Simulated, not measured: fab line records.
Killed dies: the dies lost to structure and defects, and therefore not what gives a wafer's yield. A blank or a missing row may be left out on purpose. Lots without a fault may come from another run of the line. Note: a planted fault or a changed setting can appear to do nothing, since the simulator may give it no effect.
A lot that was struck, set against a sound lot ; flow nand-harc ; 26 out of 1159 route steps
Sound: these wafers, L515.3, L515.5, L515.6. Struck: wafers L525.4, L525.6 (left out: L525.1, a lot-mate that was not struck); the cause follows at the end.
Each step with rows lists, per side, the tool, then ch with its chambers, then its first start. Under that, the readings that differ: sound wafers ; struck wafers ; difference of the means ; sigmas: that difference in standard deviations of wafers without a fault.
alike: words and numbers the same on both sides, and readings whose means are apart by under 2 such deviations; not compared: readings that were withheld, readings missing a value for some wafer, numbers with overlapping values and no deviation given by the record, and bounds like >300 which may hide the same value.
A row with sigmas, a row that says differs or no value, or rows on one side alone: a step with any of these is where the two part. Non-overlapping numbers with no deviation appear without sigmas and do not part them. A reading missing from all wafers of one side parts the sides only when that side holds two or more wafers.

NHARC_P_M0_PRE_CLEAN_29: time 30 s.
  sound on pvd-sputter-01; struck on pvd-sputter-01
  alike: heater-power-w
then, 3 steps without rows for these wafers: NHARC_P_M0_PVD_20 (deposits TaN, target thk 5 nm, time 8.06 s); NHARC_P_M0_PVD_21 (deposits Cu, target thk 30 nm, time 20.49 s); NHARC_P_M0_ECD_22 (material Cu, target thk 400 nm).
NHARC_P_M0_ANNEAL_30: time 90 s.
  sound on rtp-anneal-01 ch 0, day 6 13:01; struck on rtp-anneal-02 ch 0, day 9 00:24
reading;sound;struck;difference;sigmas
anneal-temp-c (C);224.80 224.97 224.63;225.35 225.09;+0.42;+2
  alike: wafer_temp_C_max
NHARC_P_M0_CMP_23: polishes, t overpolish 20 s, target thk 117.53 nm.
  sound on cmp-02 ch 1,2, day 6 13:20; struck on cmp-02 ch 1, day 9 00:46
  alike: motor-current-A, slurry-filter-dp-kPa, time-to-endpoint-s
NHARC_P_M0_THK_MEAS_24: measures by xrf.
  sound on film-metro-02, day 6 13:38; struck on film-metro-01, day 9 01:05
  alike: thk-nm
after that, 1 step had no rows for these wafers: NHARC_P_M0_SRD_25.
NHARC_P_M0_INSPECT_27:
  sound on defect-inspect-01, day 6 13:47; struck on defect-inspect-01, day 9 01:15
reading;sound;struck;difference;sigmas
raw-defect-count;413 340 721;142 139;-351;-3
NHARC_P_M0_PRE_CLEAN_31: time 12 s.
  sound on pecvd-04 ch 0,1,2, day 6 13:52; struck on pecvd-04 ch 0,2, day 9 01:21
  alike: heater-power-w
then, 1 step without rows for these wafers: NHARC_P_M0_DEP_32 (deposits SiCN, target thk 30 nm).
NHARC_P_M1_DEP_00: deposits SiOC, target thk 182.5 nm.
  sound on pecvd-03 ch 0,1,2, day 6 14:26; struck on pecvd-03 ch 0,1, day 9 01:53
then, 9 steps without rows for these wafers: NHARC_P_M1_DEHYDRATE_01 (time 120 s); NHARC_P_M1_HMDS_02 (time 30 s); NHARC_P_M1_COAT_34 (time 65 s); NHARC_P_M1_COAT_03 (resist thk 90 nm); NHARC_P_M1_SOFTBAKE_04 (time 55 s); NHARC_P_M1_EBR_05; NHARC_P_M1_EXPOSE_06 (exposes mask P M1, target cd 130 nm); NHARC_P_M1_PEB_07 (peb time 65 s); NHARC_P_M1_DEVELOP_08 (develop time 35 s).
NHARC_P_M1_CD_MEAS_09: target cd 130 nm.
  sound on cd-sem-02 ch 0, day 6 15:12; struck on cd-sem-01 ch 0, day 9 02:47
  alike: cd-nm
NHARC_P_M1_OVL_MEAS_10: pitch 260 nm.
  sound on overlay-01, day 6 15:17; struck on overlay-02, day 9 02:52
  alike: overlay-x-nm, overlay-y-nm
NHARC_P_M1_INSPECT_11:
  sound on defect-inspect-01, day 6 15:19; struck on defect-inspect-02, day 9 02:54
reading;sound;struck;difference;sigmas
raw-defect-count;5 1 4;53 39;+43;+18
NHARC_P_M1_DESCUM_14: chemistry O2, time 3 s.
  sound on rie-diel-08 ch 1,2,3, day 6 15:25; struck on rie-diel-04 ch 3, day 9 02:58
  alike: drypump-motor-current-A, oes-product-au, rf-vpp-V, showerhead-plenum-p-Torr, throttle-valve-pct
  not compared: rf-hours-counter-h
-- record jumps: 14 days between struck wafers' starts before vs after; left off in module P_M1, resumes in module END, first step shown is number 1159 of the route --
NHARC_END_SORT_01:
  the record has rows for the struck wafers here (prober-02 ch 0, day 22 23:55) and none for the sound ones

## WHERE THEY PART
Last at NHARC_END_SORT_01 as far as this record goes, first at NHARC_P_M0_ANNEAL_30.

WHY: what had been put in by the simulator
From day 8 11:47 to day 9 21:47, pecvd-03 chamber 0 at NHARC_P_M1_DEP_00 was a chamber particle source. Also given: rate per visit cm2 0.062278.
